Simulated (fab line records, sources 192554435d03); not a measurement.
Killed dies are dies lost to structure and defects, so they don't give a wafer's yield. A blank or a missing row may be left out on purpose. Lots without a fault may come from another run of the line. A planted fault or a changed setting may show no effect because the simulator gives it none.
Chamber matching | flow n5_finfet | N5_BEOL_M11_STRIP_36 on rie_diel-03: 4 sister chambers
The step strips in N2/H2. 4 wafers are shown with their chamber, then 10 later ones without.

WAFERS WITH THEIR CHAMBER
wafer  | chamber | drypump_motor_current_A (A)
L085.1 | 0       | 5.6
L088.2 | 2       | 6.3
L092.3 | 3       | 6.4
L092.4 | 1       | 6.2

WAFERS WITHOUT THEIR CHAMBER
wafer  | drypump_motor_current_A (A)
L092.6 | 6.3
L093.1 | 6.3
L093.3 | 5.6
L093.4 | 6.4
L095.2 | 6.3
L095.5 | 6.3
L095.6 | 6.1
L097.1 | 5.6
L097.2 | 6.3
L097.4 | 6.3

WHICH CHAMBER EACH WENT THROUGH
wafer  | from the rows above | in truth
L092.6 | 2                   | 2
L093.1 | 2                   | 2
L093.3 | 0                   | 0
L093.4 | 3                   | 3
L095.2 | 2                   | 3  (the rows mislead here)
L095.5 | 2                   | 2
L095.6 | 1                   | 1
L097.1 | 0                   | 0
L097.2 | 2                   | 2
L097.4 | 2                   | 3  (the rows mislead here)
Placed correctly: 8 of 10. Can't be placed from these rows: 0. Placed wrongly: 2.
How it was worked out, from the rows above alone: a wafer's distance from a chamber is the root of the sum, over the readings, of the square of ((its reading less the chamber's mean) divided by the reading's scatter). The wafer belongs to the nearest chamber; if the next one is less than 2 further off, it can't be placed. A chamber's mean is the mean of its shown wafers. The scatter: with one shown wafer a chamber, the root of the mean of the squares of how far each hidden wafer lies from its nearest shown one.
